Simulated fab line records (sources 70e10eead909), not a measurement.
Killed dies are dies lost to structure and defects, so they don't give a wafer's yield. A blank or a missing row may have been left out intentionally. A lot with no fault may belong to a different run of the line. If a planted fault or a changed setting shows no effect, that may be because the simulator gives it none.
Chamber matching | flow nandHarc | NHARC_A_WL_FILL_ETCHBACK_26 on rieSi-06 has 4 sister chambers
The step etches the open film in HBr, target depth 52 nm, time 13.3 s. 4 wafers are shown with their chamber, then 12 later ones without.

== WAFERS PAIRED WITH THEIR CHAMBERS ==
wafer  | chamber | drypumpMotorCurrentA (A)
L091.6 | 1       | 6.1
L092.3 | 0       | 4.8
L092.5 | 3       | 6.1
L092.6 | 2       | 5.5

== WAFERS WITH NO CHAMBER GIVEN ==
wafer  | drypumpMotorCurrentA (A)
L096.2 | 6.1
L096.4 | 4.8
L096.5 | 6.1
L095.2 | 4.8
L095.4 | 5.5
L095.5 | 4.8
L093.1 | 5.4
L093.2 | 6.1
L093.3 | 4.8
L097.1 | 5.5
L097.5 | 5.4
L097.6 | 6.1

== CHAMBER TAKEN BY EACH ==
wafer  | from the rows above     | in truth
L096.2 | can't be placed: 1 or 3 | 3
L096.4 | 0                       | 0
L096.5 | can't be placed: 1 or 3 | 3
L095.2 | 0                       | 0
L095.4 | 2                       | 2
L095.5 | 0                       | 0
L093.1 | 2                       | 2
L093.2 | can't be placed: 1 or 3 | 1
L093.3 | 0                       | 0
L097.1 | 2                       | 2
L097.5 | 2                       | 2
L097.6 | can't be placed: 1 or 3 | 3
8 of 12 placed correctly. From these rows, 4 cannot be placed; in 4 the true chamber is one of the candidates. 0 placed wrongly.
How it was worked out, from the rows above alone: a wafer's distance from a chamber is the root of the sum, over the readings, of the square of ((its reading less the chamber's mean) divided by the reading's scatter). The wafer belongs to the nearest chamber; if the next one is less than 2 further off, it can't be placed. The mean given for a chamber averages the wafers shown for that chamber. The scatter (one wafer shown for each chamber): square how far every hidden wafer sits from the nearest shown wafer, average those squares and take the square root.
